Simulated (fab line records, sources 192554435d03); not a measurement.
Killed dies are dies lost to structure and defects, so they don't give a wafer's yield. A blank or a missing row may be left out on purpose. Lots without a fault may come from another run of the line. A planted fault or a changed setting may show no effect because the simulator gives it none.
fab line records | flow n5_finfet
record lots=8 wafers=24 last_day=17
route steps=1938 shown DUMMY_GATE@218 SPACER0@261 SD_EPI_N@272 BEOL_M4@1111 PASSIVATION@1936
lots that met no fault: from a run of the same line without faults
start_h: hours from the record's first day to the start of the lot's first wafer shown | wait_h: hours since the lot's step before | " the same as in the row above | L1.1+2: a row that stands for several wafers | - no value, or no start given | * or withheld: withheld | < > ~ a bound
route shown NAME@n: a module of which the file shows steps, and the number in the route of the first | usual: mean/standard deviation of fault-free wafers | same: alike in all rows | chamber/n: place in a boat | sites: the reading at each site | _std_site: their standard deviation | _edge_site: outer sites' mean less inner sites' | radius_mm: how far each site lies from the wafer's centre | mask NAME#n: copy n | behind: the tool/chamber that last shaped the wafer | hold: why the lot was held/for how many hours/how that ended | device: the transistor (n, p or np) that didn't switch | end of line: the same wafers' tests at the end of the route | a step without rows: its recipe alone | killed: dies lost to structure and defects at the first sort, not the wafer's yield | map: a wafer's dies, x killed, . not, _ none there
set.NAME: the setting as run; set.NAME@STEP: as run at that earlier step | model.NAME: the simulator's own value behind a step, which no gauge read
steps of the route over a sample of lots; a table a step, a row a wafer
services: from which hour (start_h, from the record's first day; less than 0 if before it) a tool's chamber was out of use, for how many hours, and why
## steps
# step N5_DUMMY_GATE_CMP_04
# recipe material=a-Si post_cmp_clean=alkaline_brush
# usual motor_current_A=10.2/0.65 slurry_flow_ml_min=150.0/0.41 time_to_endpoint_s=13.3/2.3
# columns lot.wafer tool chamber start_h wait_h motor_current_A slurry_flow_ml_min time_to_endpoint_s
L599.1 cmp-02 3 58.73 0.0 10.3 150.3 9.3
L599.3 " 2 " " 10.8 150.6 9.7
L599.5 " 0 " " 9.9 150.1 6.9
L600.1 cmp-01 1 66.35 0.1 9.0 150.3 13.3
L600.3 " 3 " " 11.1 150.6 14.2
L600.6 " 1 " " 9.0 150.2 15.5
L606.4 cmp-01 2 106.80 0.1 9.6 150.5 12.8
L606.1 " 3 " " 10.6 149.9 13.2
L606.6 " 1 " " 9.0 149.9 13.0
L607.3 cmp-01 3 110.29 0.0 10.5 150.0 12.3
L607.2 " 1 " " 8.5 150.5 13.7
L607.6 " 3 " " 11.3 150.4 12.0
L608.2 cmp-01 0 118.65 0.1 10.4 149.6 14.1
L608.6 " 2 " " 9.8 149.9 15.3
L608.5 " 3 " " 10.0 150.0 17.3
L609.1 cmp-01 0 124.54 0.0 10.5 150.5 12.1
L609.2 " 3 " " 10.6 149.6 12.6
L609.6 " 1 " " 9.0 150.0 14.1
L612.2 cmp-02 1 137.90 0.0 10.5 150.5 13.9
L612.3 " 3 " " 10.3 149.5 14.4
L612.4 " 0 " " 9.6 149.5 12.4
L617.2 cmp-02 3 168.77 0.1 10.3 149.0 10.9
L617.4 " 0 " " 9.5 150.5 13.2
L617.3 " 1 " " 10.8 150.3 10.7
# step N5_DUMMY_GATE_THK_MEAS_05
# usual thk_nm=71.7/1.1
# columns lot.wafer tool chamber start_h wait_h thk_nm
L599.1 film_metro-01 - 58.97 0.2 70.1
L599.3 " - " " 72.4
L599.5 " - " " 70.5
L600.1 film_metro-02 - 66.55 0.2 73.4
L600.3 " - " " 72.8
L600.6 " - " " 73.6
L606.1 film_metro-01 - 106.98 0.1 73.4
L606.4 " - " " 71.2
L606.6 " - " " 73.3
L607.2 film_metro-02 - 110.53 0.1 71.8
L607.3 " - " " 71.8
L607.6 " - " " 71.4
L608.2 film_metro-02 - 118.83 0.1 70.0
L608.5 " - " " 71.7
L608.6 " - " " 71.7
L609.1 film_metro-01 - 124.78 0.2 70.1
L609.2 " - " " 71.8
L609.6 " - " " 71.7
L612.2 film_metro-02 - 138.14 0.2 71.9
L612.3 " - " " 71.8
L612.4 " - " " 72.1
L617.2 film_metro-02 - 168.98 0.2 69.7
L617.3 " - " " 70.1
L617.4 " - " " 71.7
# step N5_DUMMY_GATE_OVL_MEAS_16
# recipe points_per_wafer=522
# usual GATE_OVL=0.1/0.71
# columns lot.wafer tool chamber start_h wait_h GATE_OVL[nm]
L599.1 overlay-01 0 63.30 0.0 -0.2
L599.3 " 0 " " 0.1
L599.5 " 0 " " 0.7
L600.1 overlay-02 0 71.01 0.0 1.6
L600.3 " 0 " " 1.5
L600.6 " 0 " " 1.0
L606.1 overlay-02 0 111.31 0.0 -0.8
L606.4 " 0 " " -0.1
L606.6 " 0 " " 0.7
L607.2 overlay-02 0 115.05 0.0 1.0
L607.3 " 0 " " 0.6
L607.6 " 0 " " 1.0
L608.2 overlay-02 0 123.16 0.0 0.5
L608.5 " 0 " " 1.2
L608.6 " 0 " " 0.3
L609.1 overlay-02 0 131.19 0.0 0.5
L609.2 " 0 " " 0.2
L609.6 " 0 " " -0.9
L612.2 overlay-02 0 144.43 0.0 1.0
L612.3 " 0 " " 1.1
L612.4 " 0 " " 0.4
L617.2 overlay-02 0 173.44 0.0 0.7
L617.3 " 0 " " -0.2
L617.4 " 0 " " 0.0
# step N5_DUMMY_GATE_INSPECT_17
# recipe mode=adi inspect_instrument=brightfield
# usual raw_defect_count=206/58
# columns lot.wafer tool chamber start_h wait_h raw_defect_count
L599.1 defect_inspect-02 - 63.36 0.1 204
L599.3 " - " " 266
L599.5 " - " " 171
L600.1 defect_inspect-01 - 71.07 0.1 153
L600.3 " - " " 237
L600.6 " - " " 227
L606.1 defect_inspect-02 - 111.37 0.1 250
L606.4 " - " " 225
L606.6 " - " " 184
L607.2 defect_inspect-02 - 115.11 0.1 316
L607.3 " - " " 205
L607.6 " - " " 214
L608.2 defect_inspect-01 - 123.21 0.0 671
L608.5 " - " " 241
L608.6 " - " " 228
L609.1 defect_inspect-02 - 131.25 0.1 601
L609.2 " - " " 309
L609.6 " - " " 395
L612.2 defect_inspect-01 - 144.49 0.0 175
L612.3 " - " " 178
L612.4 " - " " 139
L617.2 defect_inspect-02 - 173.49 0.0 218
L617.3 " - " " 128
L617.4 " - " " 218
# step N5_DUMMY_GATE_HM_OPEN_21
# recipe chemistry=CH3F/O2 target=SiNx target_depth_a=1200 Ar_flow_sccm=150 CH3F_flow_sccm=30 O2_flow_sccm=23 time_s=171.4 pressure_mtorr=30 source_w=395 bias_w=73 ion_energy_ev=120.7
# usual O2_flow_sccm=23.00/0.068 drypump_motor_current_A=6.0/0.37 oes_product_au=0.79/0.071 rf_vpp_V=300/3.5 showerhead_plenum_p_Torr=2.01/0.077 throttle_valve_pct=16.49/0.25
# columns lot.wafer tool chamber start_h wait_h O2_flow_sccm drypump_motor_current_A oes_product_au rf_hours_counter_h rf_vpp_V showerhead_plenum_p_Torr throttle_valve_pct
L599.1 rie_diel-03 0 63.90 0.0 22.86 5.8 0.87 35 302 2.05 16.52
L599.3 " 3 " " 23.05 5.6 0.90 16 306 2.15 15.92
L599.5 " 2 " " 23.08 5.9 0.72 - 303 2.02 16.79
L600.1 rie_diel-02 1 71.77 0.0 22.98 5.9 0.85 69 296 1.97 16.38
L600.3 " 0 " " 23.07 6.5 0.70 201 305 2.09 16.52
L600.6 " 2 " " 22.92 6.7 0.73 - 303 1.92 16.59
L606.1 rie_diel-02 0 111.91 0.0 22.99 6.5 0.69 212 303 2.08 16.54
L606.4 " 1 " " 22.91 5.9 0.83 78 297 1.97 16.40
L606.6 " 2 " " 22.95 6.7 0.72 - 300 1.92 16.62
L607.2 rie_diel-03 1 115.66 0.0 23.00 6.2 0.79 111 300 1.86 16.35
L607.3 " 2 " " 23.06 5.9 0.70 199 303 2.01 16.81
L607.6 " 0 " " 22.86 5.8 0.84 - 301 2.05 16.52
L608.2 rie_diel-03 2 123.76 0.0 22.90 6.0 0.72 200 303 2.01 16.82
L608.5 " 2 " " 23.02 5.9 0.71 - 302 2.01 16.80
L608.6 " 3 " " 23.04 5.6 0.87 - 307 2.15 15.95
L609.1 rie_diel-03 0 131.79 0.0 22.98 5.8 0.86 52 303 2.05 16.54
L609.2 " 3 " " 23.08 5.6 0.86 33 305 2.15 15.96
L609.6 " 2 " " 22.88 5.9 0.71 - 302 2.01 16.83
L612.2 rie_diel-03 0 145.32 0.0 23.00 5.8 0.84 57 304 2.04 16.54
L612.3 " 2 " " 22.98 5.9 0.70 207 303 2.01 16.82
L612.4 " 3 " " 22.93 5.6 0.86 38 305 2.14 15.94
L617.2 rie_diel-02 1 174.04 0.0 23.09 5.9 0.82 97 297 1.96 16.43
L617.3 " 0 " " 22.98 6.5 0.69 230 302 2.08 16.58
L617.4 " 3 " " 22.92 5.3 0.83 72 297 1.96 16.54
# step N5_DUMMY_GATE_INSPECT_27
# recipe inspect_instrument=brightfield mode=aei
# usual raw_defect_count=311/86
# columns lot.wafer tool chamber start_h wait_h raw_defect_count
L599.1 defect_inspect-02 - 64.55 0.0 321
L599.3 " - " " 406
L599.5 " - " " 301
L600.1 defect_inspect-01 - 72.49 0.0 240
L600.3 " - " " 338
L600.6 " - " " 329
L606.1 defect_inspect-02 - 112.55 0.0 347
L606.4 " - " " 360
L606.6 " - " " 275
L607.2 defect_inspect-01 - 116.31 0.0 491
L607.3 " - " " 333
L607.6 " - " " 333
L608.2 defect_inspect-02 - 124.41 0.0 724
L608.5 " - " " 325
L608.6 " - " " 317
L609.1 defect_inspect-02 - 132.44 0.0 694
L609.2 " - " " 471
L609.6 " - " " 589
L612.2 defect_inspect-02 - 146.11 0.0 281
L612.3 " - " " 276
L612.4 " - " " 264
L617.2 defect_inspect-02 - 174.70 0.0 315
L617.3 " - " " 225
L617.4 " - " " 355
# step N5_SPACER0_INSPECT_04
# recipe inspect_instrument=darkfield mode=post_dep
# usual raw_defect_count=145/38
# columns lot.wafer tool chamber start_h wait_h raw_defect_count
L599.1 defect_inspect-02 - 65.93 0.1 148
L599.3 " - " " 177
L599.5 " - " " 111
L600.1 defect_inspect-02 - 74.82 0.1 105
L600.3 " - " " 162
L600.6 " - " " 185
L606.1 defect_inspect-02 - 113.16 0.1 147
L606.4 " - " " 140
L606.6 " - " " 104
L607.2 defect_inspect-01 - 116.91 0.1 204
L607.3 " - " " 129
L607.6 " - " " 142
L608.2 defect_inspect-01 - 125.64 0.1 561
L608.5 " - " " 137
L608.6 " - " " 175
L609.1 defect_inspect-02 - 133.04 0.1 532
L609.2 " - " " 221
L609.6 " - " " 253
L612.2 defect_inspect-02 - 146.85 0.1 107
L612.3 " - " " 120
L612.4 " - " " 93
L617.2 defect_inspect-02 - 175.65 0.1 147
L617.3 " - " " 81
L617.4 " - " " 154
# step N5_SD_EPI_N_INSPECT_11
# recipe mode=adi inspect_instrument=macro
# usual raw_defect_count=1.9/1.4
# columns lot.wafer tool chamber start_h wait_h raw_defect_count
L599.1 defect_inspect-01 - 66.39 0.0 0
L599.3 " - " " 1
L599.5 " - " " 0
L600.1 defect_inspect-01 - 75.28 0.0 5
L600.3 " - " " 2
L600.6 " - " " 2
L606.1 defect_inspect-01 - 113.61 0.0 2
L606.4 " - " " 3
L606.6 " - " " 2
L607.2 defect_inspect-01 - 117.37 0.0 1
L607.3 " - " " 1
L607.6 " - " " 2
L608.2 defect_inspect-01 - 126.10 0.0 >300
L608.5 " - " " 0
L608.6 " - " " 0
L609.1 defect_inspect-02 - 133.37 0.0 >300
L609.2 " - " " 1
L609.6 " - " " 4
L612.2 defect_inspect-02 - 147.35 0.0 1
L612.3 " - " " 2
L612.4 " - " " 2
L617.2 defect_inspect-01 - 176.11 0.0 3
L617.3 " - " " 1
L617.4 " - " " 4
# step N5_BEOL_M4_RC_MEAS_101
# usual DIBL_N=35.8/1.5 DIBL_P=35.8/1.7 IOFF_N=0.151/0.022 IOFF_P=0.204/0.027 ION_N=673/8.6 ION_P=462/5.4 SS_N=71.4/0.54 SS_P=73.3/0.56 VT_N=250.5/2.6 VT_P=-251/3.1
# columns lot.wafer tool chamber start_h wait_h DIBL_N[mV/V] DIBL_P[mV/V] IOFF_N[nA/um] IOFF_P[nA/um] ION_N[uA/um] ION_P[uA/um] SS_N[mV/dec] SS_P[mV/dec] VT_N[mV] VT_P[mV]
L599.1 prober-02 0 196.97 0.0 35.3 37.1 0.145 0.209 673 460 72.4 73.7 251.0 -248
L599.3 " 0 " " 35.8 37.9 0.164 0.219 684 470 71.9 73.7 247.8 -249
L599.5 " 0 " " 37.2 39.1 0.180 0.228 675 462 71.2 74.0 246.9 -250
L600.1 prober-01 0 201.71 0.0 35.7 35.7 0.134 0.195 666 460 70.8 73.8 251.8 -251
L600.3 " 0 " " 37.4 38.1 0.174 0.230 678 464 72.0 73.9 247.8 -248
L600.6 " 0 " " 36.9 38.1 0.166 0.226 674 465 71.2 73.9 247.5 -248
L606.1 prober-02 0 235.25 0.0 35.9 33.8 0.138 0.196 679 468 70.7 73.1 251.4 -251
L606.4 " 0 " " 36.3 35.0 0.152 0.215 681 471 71.1 72.9 248.8 -247
L606.6 " 0 " " 36.2 34.2 0.145 0.202 678 464 70.6 73.4 247.7 -249
L607.2 prober-02 0 241.11 0.2 36.6 37.6 0.159 0.189 673 456 72.3 73.7 249.8 -254
L607.3 " 0 " " 34.6 35.6 0.127 0.160 670 459 71.2 73.6 254.3 -256
L607.6 " 0 " " 35.2 35.7 0.128 0.156 653 455 70.8 73.2 255.9 -258
L608.2 prober-01 0 253.96 0.2 37.6 36.1 0.164 0.219 681 467 72.0 74.4 250.7 -251
L608.5 " 0 " " 38.2 36.5 0.172 0.221 681 459 71.8 73.3 251.0 -250
L608.6 " 0 " " 38.0 36.5 0.171 0.224 679 469 72.0 74.4 251.4 -250
L609.1 prober-01 0 259.65 0.0 35.1 37.4 0.143 0.196 683 462 71.1 73.2 252.7 -252
L609.2 " 0 " " 34.0 34.9 0.126 0.170 676 459 70.4 72.8 253.2 -252
L609.6 " 0 " " 32.9 33.9 0.111 0.147 661 458 70.1 72.5 255.1 -256
L612.2 prober-02 0 268.90 0.2 35.3 35.3 0.163 0.191 676 464 70.1 73.3 248.6 -249
L612.3 " 0 " " 35.0 34.6 0.152 0.175 676 460 71.7 72.3 249.7 -254
L612.4 " 0 " " 35.6 35.6 0.161 0.190 665 454 72.0 72.9 249.3 -252
L617.2 prober-01 0 297.00 0.2 35.9 36.2 0.163 0.224 680 471 71.2 73.9 248.4 -248
L617.3 " 0 " " 35.7 37.0 0.162 0.232 677 472 71.3 74.4 247.8 -249
L617.4 " 0 " " 35.5 36.0 0.160 0.228 685 468 70.9 73.7 250.4 -251
# step N5_PASSIVATION_PROBE_49
# usual defect_limited_yield=91.3/1.4 killed_at_M0_to_M3=33/10 killed_at_M4_up=15/6.1 killed_at_contacts=12/6.7 killed_at_front_end=39/11 killed_at_other=4/3.3 killed_dies=103/16 killed_on_rim=14/4 killed_open=68/12 killed_short=34/7.2 sort_bin_5_function=5.1/0.88 sort_bin_6_memory=3.3/0.67 sort_n_pass=1077/16 sort_yield_pct=91.3/1.4
# same gross_dies=1180 killed_at_back_side=0 sort_bin_4_leakage[%]=0 sort_bin_8_speed[%]=0
# columns lot.wafer tool chamber start_h wait_h defect_limited_yield[%] killed_at_M0_to_M3 killed_at_M4_up killed_at_contacts killed_at_front_end killed_at_other killed_dies killed_on_rim killed_open killed_short sort_bin_5_function[%] sort_bin_6_memory[%] sort_n_pass sort_yield_pct[%]
L606.1 prober-02 - 335.46 0.0 92.9 30 15 4 27 8 84 10 56 28 4.1 2.5 1096 92.9
L606.4 prober-02 - 335.61 0.2 91.8 35 15 9 34 4 97 9 58 39 4.8 3.3 1083 91.8
L606.6 prober-02 - 335.71 0.3 93.1 41 10 2 25 4 82 10 50 30 4.3 2.2 1098 93.1
L608.2 prober-02 - 347.64 0.1 64.0 16 9 8 384 8 425 47 64 22 21.9 11.4 755 64.0
L608.5 prober-02 - 347.79 0.2 90.5 33 8 37 27 7 112 10 79 33 6.0 3.4 1068 90.5
L608.6 prober-02 - 347.84 0.3 89.1 43 10 37 34 5 129 16 83 45 6.7 4.0 1051 89.1
L609.1 prober-01 - 359.65 0.0 65.5 30 5 7 362 3 407 54 47 16 23.0 9.1 773 65.5
L609.2 prober-01 - 359.70 0.1 92.8 25 24 11 24 1 85 6 56 27 4.3 2.7 1095 92.8
L609.6 prober-01 - 359.90 0.3 91.4 39 5 6 51 1 102 15 66 32 5.5 2.9 1078 91.4
L612.2 prober-02 - 380.50 0.1 92.1 33 9 6 43 2 93 10 61 32 4.0 3.4 1087 92.1
L612.3 prober-02 - 380.55 0.1 91.9 37 12 9 37 0 95 17 64 31 4.7 3.1 1085 91.9
L612.4 prober-02 - 380.60 0.2 92.3 44 7 4 35 1 91 15 66 25 4.2 3.1 1089 92.3
# killed by level:class
L606.1 BEOL_M1:geometric_particle:open=8 BEOL_M2:geometric_particle:open=8 GATE_CUT:geometric_particle:short=6 GATE_CUT:geometric_particle:open=4 BEOL_M0_SAQP:geometric_particle:open=4 BEOL_M5:geometric_particle:open=4 BEOL_M7:geometric_particle:open=4 MIM_TOP_ETCH:geometric_particle:open=4
L606.4 FIN_SAQP:geometric_particle:open=11 BEOL_M0_SAQP:geometric_particle:short=10 BEOL_M2:geometric_particle:open=8 BEOL_M4:geometric_particle:open=7 BEOL_M0_SAQP:geometric_particle:open=6 MOL_CONTACT_COAG:geometric_particle:short=5 FIN_SAQP:geometric_particle:short=4 GATE_CUT:geometric_particle:open=4
L606.6 BEOL_M3:geometric_particle:open=11 BEOL_M0_SAQP:geometric_particle:open=9 BEOL_M0_SAQP:geometric_particle:short=9 FIN_SAQP:geometric_particle:open=6 BEOL_M2:geometric_particle:open=4 FIN_SAQP:geometric_particle:short=3 GATE_CUT:geometric_particle:open=3 BEOL_M11:geometric_particle:open=3
L608.2 DUMMY_GATE:unspecified=337 FIN_SAQP:geometric_particle:open=18 FIN_SAQP:geometric_particle:short=7 BEOL_M2:geometric_particle:open=7 MOL_CONTACT_COAG:geometric_particle:open=5 BEOL_M5:geometric_particle:open=5 STARTING-WAFER:geometric_particle:open=4 DUMMY_GATE:geometric_particle:open=3
L608.5 MOL_CONTACT_COAG:geometric_particle:open=25 MOL_CONTACT_COAG:geometric_particle:short=12 BEOL_M3:geometric_particle:open=10 STI_FIN_REVEAL:geometric_particle:open=6 FIN_SAQP:geometric_particle:open=5 BEOL_M2:geometric_particle:open=5 BEOL_M0_SAQP:geometric_particle:short=5 BEOL_M0:geometric_particle:open=5
L608.6 MOL_CONTACT_COAG:geometric_particle:open=28 BEOL_M0_SAQP:geometric_particle:short=13 BEOL_M2:geometric_particle:open=12 MOL_CONTACT_COAG:geometric_particle:short=9 FIN_SAQP:geometric_particle:open=8 BEOL_M0_SAQP:geometric_particle:open=8 BEOL_M4:geometric_particle:open=6 FIN_SAQP:geometric_particle:short=5
L609.1 DUMMY_GATE:unspecified=341 BEOL_M0_SAQP:geometric_particle:open=8 BEOL_M3:geometric_particle:open=6 FIN_SAQP:geometric_particle:open=5 MOL_CONTACT_COAG:geometric_particle:open=5 BEOL_M0_SAQP:geometric_particle:short=5 BEOL_M2:geometric_particle:open=5 STI_FIN_REVEAL:geometric_particle:open=4
L609.2 STI_FIN_REVEAL:geometric_particle:open=12 BEOL_M4:geometric_particle:open=11 MOL_CONTACT_COAG:geometric_particle:open=8 BEOL_M0_SAQP:geometric_particle:short=7 BEOL_M6:geometric_particle:open=6 BEOL_M0_SAQP:geometric_particle:open=5 STI_FIN_REVEAL:geometric_particle:short=4 BEOL_M2:geometric_particle:open=4
L609.6 STI_FIN_REVEAL:geometric_particle:open=20 BEOL_M0_SAQP:geometric_particle:open=12 BEOL_M0_SAQP:geometric_particle:short=11 BEOL_M3:geometric_particle:open=9 STI_FIN_REVEAL:geometric_particle:short=5 FIN_SAQP:geometric_particle:open=4 FIN_SAQP:geometric_particle:short=4 MOL_CONTACT_COAG:geometric_particle:open=4
L612.2 BEOL_M0_SAQP:geometric_particle:open=12 STI_FIN_REVEAL:geometric_particle:open=10 BEOL_M2:geometric_particle:open=9 BEOL_M0_SAQP:geometric_particle:short=7 FIN_SAQP:geometric_particle:short=6 STI_FIN_REVEAL:geometric_particle:short=6 MOL_CONTACT_COAG:geometric_particle:open=6 GATE_CUT:geometric_particle:short=5
L612.3 BEOL_M0_SAQP:geometric_particle:short=11 BEOL_M0_SAQP:geometric_particle:open=10 STI_FIN_REVEAL:geometric_particle:open=8 MOL_CONTACT_COAG:geometric_particle:open=8 BEOL_M2:geometric_particle:open=8 FIN_SAQP:geometric_particle:short=7 BEOL_M8:geometric_particle:open=5 FIN_SAQP:geometric_particle:open=4
L612.4 STI_FIN_REVEAL:geometric_particle:open=16 BEOL_M0_SAQP:geometric_particle:open=15 BEOL_M0_SAQP:geometric_particle:short=12 BEOL_M2:geometric_particle:open=7 FIN_SAQP:geometric_particle:open=6 BEOL_M4:geometric_particle:open=4 DUMMY_GATE:geometric_particle:open=3 BEOL_M3:geometric_particle:open=3
## services
# columns tool chamber start_h hours kind
cmp-01 - 37.48 1.5 repair
cmp-01 - 57.30 4.0 pm
cmp-01 - 61.30 - consumable_replace:conditioner
cmp-01 - 61.30 - consumable_replace:pad
cmp-02 - 65.70 0.4 repair
rie_diel-02 - 82.58 1.0 repair
cmp-02 - 86.62 2.0 repair
cmp-02 - 114.27 4.0 pm
cmp-02 - 118.27 - consumable_replace:conditioner
cmp-02 - 118.27 - consumable_replace:pad
cmp-01 - 136.68 6.1 pm
cmp-01 - 172.97 1.5 repair
## key
first_sign step=N5_DUMMY_GATE_INSPECT_17 reading=raw_defect_count direction=up sigmas=7.4 usual=206 struck=636
effect step=N5_DUMMY_GATE_INSPECT_27 reading=raw_defect_count direction=up sigmas=4.6 usual=311 struck=709
effect step=N5_SPACER0_INSPECT_04 reading=raw_defect_count direction=up sigmas=10 usual=145 struck=546
effect step=N5_SD_EPI_N_INSPECT_11 reading=raw_defect_count direction=up sigmas=99+ usual=1.9 struck=>300
effect step=N5_PASSIVATION_PROBE_49 reading=killed_at_front_end direction=up sigmas=30 usual=39 struck=373
more_kills_born_at N5_DUMMY_GATE_CMP_04@cmp-01=678
met_at N5_DUMMY_GATE_CMP_04
struck_lots L608,L609
struck_wafers L608.2,L609.1
not_acting_at N5_DUMMY_GATE_THK_MEAS_05,N5_DUMMY_GATE_OVL_MEAS_16,N5_DUMMY_GATE_HM_OPEN_21
fault kind=chamber_particle_source tool=cmp-01 chamber=0 onset_h=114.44 steps=N5_DUMMY_GATE_CMP_04 rate_per_visit_cm2=0.6799 end_h=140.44
